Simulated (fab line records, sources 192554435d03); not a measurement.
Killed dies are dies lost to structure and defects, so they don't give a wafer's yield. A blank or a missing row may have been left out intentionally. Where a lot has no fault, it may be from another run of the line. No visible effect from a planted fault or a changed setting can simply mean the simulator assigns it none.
Chamber matching ; flow n5_finfet ; rie_diel-04 running N5_DUMMY_GATE_ETCH_37: 4 sister chambers
The step etches SOC in N2/H2, target depth 60 nm, overetch 30 nm. 4 wafers are shown with their chamber, then 12 later ones without.

WAFERS PAIRED WITH THEIR CHAMBERS
wafer;chamber;drypump_motor_current_A (A)
L086.5;0;5.7
L088.3;2;5.9
L088.4;3;5.2
L088.5;1;6.4

WAFERS MISSING THEIR CHAMBER
wafer;drypump_motor_current_A (A)
L091.2;5.2
L091.3;6.4
L091.4;5.9
L092.2;5.2
L092.5;5.9
L092.6;6.3
L093.1;5.7
L093.3;5.9
L093.4;6.4
L096.3;6.3
L096.4;5.9
L096.5;5.9

WHICH CHAMBER EACH WENT THROUGH
wafer;from the rows above;in truth
L091.2;3;3
L091.3;1;1
L091.4;2;2
L092.2;3;3
L092.5;2;2
L092.6;1;1
L093.1;0;0
L093.3;2;2
L093.4;1;1
L096.3;1;1
L096.4;2;2
L096.5;2;2
12 of 12 placed correctly. Left unplaced by these rows: 0. Number placed wrongly: 0.
How it was worked out, from the rows above alone: a wafer's distance from a chamber is the root of the sum, over the readings, of the square of ((its reading less the chamber's mean) divided by the reading's scatter). The wafer belongs to the nearest chamber; if the next one is less than 2 further off, it can't be placed. A chamber's mean is the mean of its shown wafers. The scatter: with one shown wafer a chamber, the root of the mean of the squares of how far each hidden wafer lies from its nearest shown one.
